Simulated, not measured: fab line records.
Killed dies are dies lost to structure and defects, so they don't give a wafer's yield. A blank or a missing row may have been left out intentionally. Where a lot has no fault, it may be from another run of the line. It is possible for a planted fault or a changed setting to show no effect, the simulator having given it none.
Problem report, 8D (eight disciplines) form, completed by code | flow n5_finfet | the parts of the form that need people (team, actions taken, sign-off) are left out

## 1. PROBLEM STATEMENT
IOFF_N_LONG at N5_BEOL_M4_RC_MEAS_101 reads a mean of 1.62e-04 nA/um on 4 wafers of 3 lots; wafers without a fault read 5.56e-05 nA/um with a standard deviation of 2.4e-06. Relative to the usual mean, that is a shift of +44 standard deviations.
Earliest sighting: wafer L213.2 on prober-01 at day 11 22:59. At this step, 24 wafers from 9 lots have a number in the record. Rule for "out", or "out of limits": more than 4 standard deviations from the usual mean. All remaining wafers that have a number are taken as sound.

## 2. WHAT IT IS; WHAT IT IS NOT
question                    | is                                                                            | is not
which readings at this step | IOFF_N_LONG, IOFF_N, IOFF_N_85C, IOFF_N_LIN, ION_N, VT_N, VT_N_LONG, VT_N_LVT | DIBL_N, DIBL_P, SS_N, SS_P
which lots                  | L213, L214, L217                                                              | L199, L202, L209, L215, L219, L220
which wafers of those lots  | L213.2, L213.5, L214.5, L217.2                                                | L214.4, L217.3
read on which gauges        | prober-01, prober-02                                                          | -
when                        | from day 11 22:59                                                             | up to then (9 sound wafers); but 11 sound wafers of L214, L215, L217, L219, L220 came after

## 3. WHAT RULES OUT EACH SUSPECT
Counting: any tool at a process step up to the reading remains a suspect provided it ran every lot that is out. Sound lots after the first of them don't rule it out here, since some wafers of a struck lot are sound.
- the gauge at N5_BEOL_M4_RC_MEAS_101: ruled out. 2 gauges (prober-01, prober-02) read the wafers that are out.
- ald_metal-02 at N5_HKMG_FIN_ALD_91 (deposits TiN, target thk 1 nm, pulse time 1 s, purge time 3 s): kept. Ran every lot that is out, first one L213 (day 8 03:19); last sound lot up to then L209 (day 7 03:40).
- rie_metal-02 at N5_HKMG_FIN_ETCHBACK_68 (etches the open film in Cl2/Ar, stops on HfO2, target depth 0.5 nm): kept. It ran every lot that is out, first L213 (day 8 04:56).
After counting, ald_metal-02 at N5_HKMG_FIN_ALD_91 and rie_metal-02 at N5_HKMG_FIN_ETCHBACK_68 remain.

## 4. THE CAUSE (what the simulator had put in)
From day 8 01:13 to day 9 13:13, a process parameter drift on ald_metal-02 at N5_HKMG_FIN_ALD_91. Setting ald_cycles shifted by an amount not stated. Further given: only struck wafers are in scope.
This tool is one of the 2 suspects left after counting.

## 5. THE EFFECT CHAIN, in route order
Rows list readings where the struck wafers' mean (over those with a number) sits beyond 3 standard deviations from the usual. Only readings whose record carries a usual standard deviation are examined. hours: median over the lots of the time between each lot's start at the first step of this table that gives one and its start at this step. sigmas: the change, counted in usual standard deviations.
hours | step                    | reading              | usual          | on struck wafers | change    | sigmas
0     | N5_BEOL_M4_RC_MEAS_101  | IOFF_N               | 0.168 nA/um    | 0.653            | +0.485    | +16
0     | N5_BEOL_M4_RC_MEAS_101  | IOFF_N_85C           | 3.2 nA/um      | 10.3             | +7.1      | +15
0     | N5_BEOL_M4_RC_MEAS_101  | IOFF_N_LIN           | 0.077 nA/um    | 0.300            | +0.223    | +20
0     | N5_BEOL_M4_RC_MEAS_101  | IOFF_N_LONG          | 5.56e-05 nA/um | 1.62e-04         | +1.06e-04 | +44
0     | N5_BEOL_M4_RC_MEAS_101  | ION_N                | 679 uA/um      | 764              | +85       | +7.1
0     | N5_BEOL_M4_RC_MEAS_101  | VT_N                 | 248.8 mV       | 209.4            | -39.4     | -15
0     | N5_BEOL_M4_RC_MEAS_101  | VT_N_LONG            | 274.7 mV       | 239.9            | -34.8     | -17
0     | N5_BEOL_M4_RC_MEAS_101  | VT_N_LVT             | 98 mV          | 61               | -37       | -12
0     | N5_BEOL_M4_RC_MEAS_101  | VT_P                 | -250 mV        | -262             | -12       | -3.5
0     | N5_BEOL_M4_RC_MEAS_101  | VT_P_LONG            | -276 mV        | -286             | -10       | -3.2
0     | N5_BEOL_M4_RC_MEAS_101  | VT_P_LVT             | -98.6 mV       | -109.8           | -11.2     | -4.0
105   | N5_PASSIVATION_PROBE_49 | defect_limited_yield | 91.0 %         | 85.6             | -5.4      | -3.6
105   | N5_PASSIVATION_PROBE_49 | killed_at_front_end  | 41             | 107              | +66       | +5.1
105   | N5_PASSIVATION_PROBE_49 | killed_dies          | 106            | 170              | +64       | +3.8
105   | N5_PASSIVATION_PROBE_49 | killed_on_rim        | 14             | 32               | +18       | +4.6
105   | N5_PASSIVATION_PROBE_49 | sort_bin_4_leakage   | 0.00 %         | 81.61            | +81.61    | +99 or more
105   | N5_PASSIVATION_PROBE_49 | sort_n_pass          | 1074           | 47               | -1027     | -60
105   | N5_PASSIVATION_PROBE_49 | sort_yield_pct       | 91.0 %         | 4.0              | -87.0     | -58
It contains these process steps:
- N5_PASSIVATION_PROBE_49

## 6. HOW IT WOULD HAVE BEEN CAUGHT EARLIER
94 hours passed between the start of the fault at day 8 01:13 and the first reading out of limits at a measuring or inspecting step in this record, taken at day 11 22:59.
An alarm limit of 4 standard deviations would not have fired on the tool readings at N5_HKMG_FIN_ALD_91 for which the record gives a usual standard deviation, since none of them was out on any struck wafer.
Each of the lots that are out, 3 in all, had begun N5_HKMG_FIN_ALD_91 on ald_metal-02 no later than day 11 22:59. Holding the tool at that point would not have protected any of them.
